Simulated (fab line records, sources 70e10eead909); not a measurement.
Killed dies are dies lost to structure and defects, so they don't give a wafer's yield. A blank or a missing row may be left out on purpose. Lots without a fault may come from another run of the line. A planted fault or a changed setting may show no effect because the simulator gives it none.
Chamber matching | flow nand_harc | NHARC_A_CONTACT_ETCH_110 on rie_diel-02: 4 sister chambers
The step etches the open film in CF4/O2, target depth 60 nm, overetch 6 nm, time 33 s. 4 wafers are shown with their chamber, then 8 later ones without.

WAFERS WITH THEIR CHAMBER
wafer  | chamber | drypump_motor_current_A (A)
L919.1 | 3       | 5.8
L919.3 | 2       | 5.8
L919.4 | 1       | 5.7
L922.1 | 0       | 6.0

WAFERS WITHOUT THEIR CHAMBER
wafer  | drypump_motor_current_A (A)
L922.4 | 5.9
L922.6 | 6.0
L923.1 | 5.8
L923.2 | 5.7
L923.5 | 5.9
L926.1 | 5.8
L926.3 | 6.0
L926.6 | 6.0

WHICH CHAMBER EACH WENT THROUGH
wafer  | from the rows above          | in truth
L922.4 | can't be placed: 0 or 2 or 3 | 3
L922.6 | 0                            | 0
L923.1 | can't be placed: 2 or 3      | 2
L923.2 | 1                            | 1
L923.5 | can't be placed: 0 or 2 or 3 | 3
L926.1 | can't be placed: 2 or 3      | 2
L926.3 | 0                            | 0
L926.6 | 0                            | 0
Placed correctly: 4 of 8. Can't be placed from these rows: 4 (the true chamber is among the candidates in 4). Placed wrongly: 0.
How it was worked out, from the rows above alone: a wafer's distance from a chamber is the root of the sum, over the readings, of the square of ((its reading less the chamber's mean) divided by the reading's scatter). The wafer belongs to the nearest chamber; if the next one is less than 2 further off, it can't be placed. A chamber's mean is the mean of its shown wafers. The scatter: with one shown wafer a chamber, the root of the mean of the squares of how far each hidden wafer lies from its nearest shown one.
